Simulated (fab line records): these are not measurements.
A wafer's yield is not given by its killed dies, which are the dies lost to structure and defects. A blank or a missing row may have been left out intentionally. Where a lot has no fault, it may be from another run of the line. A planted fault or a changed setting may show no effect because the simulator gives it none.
Which of the tools did it? -- flow nand harc -- Sampling: 14 lots, 40 wafers, 4 of 1302 route steps

## WHAT THE GAUGES SHOWED, per wafer
The record lacks any reading of a measuring or inspecting step that a usual standard deviation could be used to judge.

## EACH LOT AND THE TOOL THAT RAN IT (in order: tool; ch and the chambers of the sampled wafers; start)
lot,NHARC_A_STAIRCASE_TRIM_12,NHARC_A_STAIRCASE_ETCH_15,NHARC_A_STAIRCASE_ETCH_19,NHARC_A_STAIRCASE_ETCH_21
L343,"rie diel-13 ch 1,2,3, day 15 18:01","rie diel-13 ch 0,2,3, day 15 19:16 or earlier","rie diel-13 ch 1,2,3, day 15 19:16","rie diel-13 ch 0,2,3, no start"
L344,"rie diel-03 ch 1,2,3, day 15 18:11","rie diel-03 ch 0,2,3, day 15 19:07 or earlier","rie diel-03 ch 0,2,3, day 15 19:07","rie diel-03 ch 0,1,3, no start"
L346,"rie diel-13 ch 0,1,2, day 17 08:26","rie diel-13 ch 0,3, day 17 09:15 or earlier","rie diel-13 ch 0,1,2, day 17 09:15","rie diel-13 ch 0,2,3, no start"
L347,"rie diel-03 ch 1,2,3, day 17 08:40","rie diel-03 ch 0,1,2, day 17 09:31 or earlier","rie diel-03 ch 0,1,3, day 17 09:31","rie diel-03 ch 1,2,3, day 17 09:56"
L348,"rie diel-02 ch 0,2, day 18 01:28","rie diel-02 ch 1,2, day 18 02:27 or earlier","rie diel-02 ch 0,1,2, day 18 02:27","rie diel-02 ch 1,2, no start"
L350,"rie diel-03 ch 0,1, day 18 17:25","rie diel-03 ch 0,2, day 18 18:16 or earlier","rie diel-03 ch 0,1, day 18 18:16","rie diel-02 ch 0,1,2, no start"
L351,"rie diel-02 ch 2,3, day 19 01:13","rie diel-02 ch 0,1,2, day 19 02:04 or earlier","rie diel-02 ch 1,2,3, day 19 02:04","rie diel-13 ch 0,2,3, no start"
L352,"rie diel-03 ch 0,3, day 19 01:48","rie diel-03 ch 0,1,3, day 19 05:32 or earlier","rie diel-03 ch 1,2, day 19 05:32","rie diel-03 ch 2,3, no start"
L354,"rie diel-13 ch 0,1,3, day 19 23:44","rie diel-13 ch 1,2,3, day 20 00:35 or earlier","rie diel-13 ch 1,3, day 20 00:35","rie diel-02 ch 0,3, no start"
L355,"rie diel-03 ch 1,2,3, day 20 17:38","rie diel-03 ch 1,2,3, day 20 18:34 or earlier","rie diel-03 ch 1,2,3, day 20 18:34","rie diel-03 ch 0,1,2, no start"
L357,"rie diel-03 ch 0,2,3, day 21 12:05","rie diel-03 ch 0,1,3, day 21 12:59 or earlier","rie diel-03 ch 0,2,3, day 21 12:59","rie diel-13 ch 0,2,3, no start"
L358,"rie diel-02 ch 1,2,3, day 21 16:37","rie diel-02 ch 1,2,3, day 21 17:26 or earlier","rie diel-02 ch 2,3, day 21 17:26","rie diel-02 ch 2,3, no start"
L359,"rie diel-03 ch 2,3, day 22 22:15","rie diel-03 ch 0,1, day 22 23:16 or earlier","rie diel-03 ch 0,2, day 22 23:16","rie diel-03 ch 1,2, no start"
L363,"rie diel-03 ch 1,3, day 24 05:23","rie diel-03 ch 2,3, day 24 06:14 or earlier","rie diel-03 ch 0,2, day 24 06:14","rie diel-02 ch 1,3, no start"
- NHARC_A_STAIRCASE_TRIM_12: chemistry O2, time 211.2 s.
- NHARC_A_STAIRCASE_ETCH_15: etches the open film in C4F8/O2, target depth 100 nm, time 40.5 s.
- NHARC_A_STAIRCASE_ETCH_19: etches the open film in C4F8/O2, target depth 100 nm, time 40.5 s.
- NHARC_A_STAIRCASE_ETCH_21: etches the open film in C4F8/O2, target depth 100 nm, time 40.5 s.

## WHAT THE TOOLS THEMSELVES READ (means of the sampled wafers that have a number; where no wafer has one, the mark that the record gives instead)
NHARC_A_STAIRCASE_TRIM_12. Usual: drypump motor current A 5.88 A, standard deviation 0.26; oes product au 1.001 a.u., standard deviation 0.012; rf vpp V 57.7 V, standard deviation 0.97; showerhead plenum p Torr 3.52 Torr, standard deviation 0.16; throttle valve pct 17.037 %, standard deviation 0.0086.
lot,tool,drypump motor current A (A),oes product au (a.u.),rf vpp V (V),showerhead plenum p Torr (Torr),throttle valve pct (%),flag
L343,rie diel-13,6.16,0.998,56.7,3.50,17.039,
L344,rie diel-03,5.96,0.991,57.6,3.55,17.037,
L346,rie diel-13,5.75,1.009,58.1,3.45,17.036,
L347,rie diel-03,5.95,1.008,57.5,3.55,17.041,
L348,rie diel-02,5.61,0.990,57.6,3.36,17.037,
L350,rie diel-03,5.95,0.998,57.6,3.65,17.040,
L351,rie diel-02,5.64,1.007,57.8,3.38,17.036,
L352,rie diel-03,5.85,1.001,57.5,3.57,17.034,
L354,rie diel-13,5.86,1.007,57.5,3.51,17.037,
L355,rie diel-03,5.94,0.995,58.4,3.53,17.039,
L357,rie diel-03,5.94,0.993,56.7,3.45,17.039,
L358,rie diel-02,5.78,0.997,57.3,3.48,17.031,
L359,rie diel-03,5.96,1.015,58.3,3.71,17.041,
L363,rie diel-03,5.87,1.003,57.8,3.65,17.048,

NHARC_A_STAIRCASE_ETCH_15. Usual: oes product au 0.946 a.u., standard deviation 0.012; rf vpp V 896 V, standard deviation 5.8.
lot,tool,oes product au (a.u.),rf vpp V (V),flag
L343,rie diel-13,0.942,894,
L344,rie diel-03,0.936,894,
L346,rie diel-13,0.945,896,
L347,rie diel-03,0.944,895,
L348,rie diel-02,0.931,899,
L350,rie diel-03,0.937,892,
L351,rie diel-02,0.945,894,
L352,rie diel-03,0.945,899,
L354,rie diel-13,0.952,895,
L355,rie diel-03,0.938,896,
L357,rie diel-03,0.949,898,
L358,rie diel-02,0.944,894,
L359,rie diel-03,0.956,899,
L363,rie diel-03,0.948,902,

NHARC_A_STAIRCASE_ETCH_19. Usual: oes product au 0.946 a.u., standard deviation 0.012; rf vpp V 895 V, standard deviation 5.9.
lot,tool,oes product au (a.u.),rf vpp V (V),flag
L343,rie diel-13,0.954,895,
L344,rie diel-03,0.945,894,
L346,rie diel-13,0.948,893,
L347,rie diel-03,0.945,899,
L348,rie diel-02,0.934,895,
L350,rie diel-03,0.937,899,
L351,rie diel-02,0.950,894,
L352,rie diel-03,0.927,891,
L354,rie diel-13,0.940,896,
L355,rie diel-03,0.947,896,
L357,rie diel-03,0.935,893,
L358,rie diel-02,0.942,890,
L359,rie diel-03,1.026,901,OFF
L363,rie diel-03,1.026,900,OFF

NHARC_A_STAIRCASE_ETCH_21. Usual: oes product au 0.956 a.u., standard deviation 0.016; rf vpp V 895 V, standard deviation 6.
lot,tool,oes product au (a.u.),rf vpp V (V),flag
L343,rie diel-13,0.958,895,
L344,rie diel-03,0.941,900,
L346,rie diel-13,0.947,894,
L347,rie diel-03,0.965,897,
L348,rie diel-02,0.922,894,
L350,rie diel-02,0.951,895,
L351,rie diel-13,0.952,894,
L352,rie diel-03,0.934,891,
L354,rie diel-02,0.970,890,
L355,rie diel-03,0.953,895,
L357,rie diel-13,0.972,892,
L358,rie diel-02,0.955,890,
L359,rie diel-03,0.958,905,
L363,rie diel-02,0.975,896,

## THE ANSWER, worked out from the rows above alone
Rule: a lot counts as off when the mean over its wafers that have a number is more than 3 standard deviations away from the usual mean. A lot without any number at a reading at which 4 lots or more have one is off too. Where the step has rows for the other lots, those lots are counted as sound. The gauges are gone through in route order, then the tools' own readings, and for those a lot's mean is taken as printed above. At the first step where some lot is off, the reading lying furthest off is the one used; lots without a number count as furthest.
Off, at NHARC_A_STAIRCASE_ETCH_19 on oes product au: L359, L363.
A tool fits if, at that step or a process step before it, it ran every lot that is off, and no sound lot after the first of them. NHARC_A_STAIRCASE_ETCH_15: start missing for some lots; hours and lot order therefore follow NHARC_A_STAIRCASE_ETCH_19. One candidate fits, namely rie diel-03 at NHARC_A_STAIRCASE_TRIM_12 and NHARC_A_STAIRCASE_ETCH_15 and NHARC_A_STAIRCASE_ETCH_19. At NHARC_A_STAIRCASE_TRIM_12 its last sound lot is L357 (day 21 12:05), its first lot that is off L359 (day 22 22:15): a fault that began between those two fits.

## WHAT THE SIMULATOR PUT IN
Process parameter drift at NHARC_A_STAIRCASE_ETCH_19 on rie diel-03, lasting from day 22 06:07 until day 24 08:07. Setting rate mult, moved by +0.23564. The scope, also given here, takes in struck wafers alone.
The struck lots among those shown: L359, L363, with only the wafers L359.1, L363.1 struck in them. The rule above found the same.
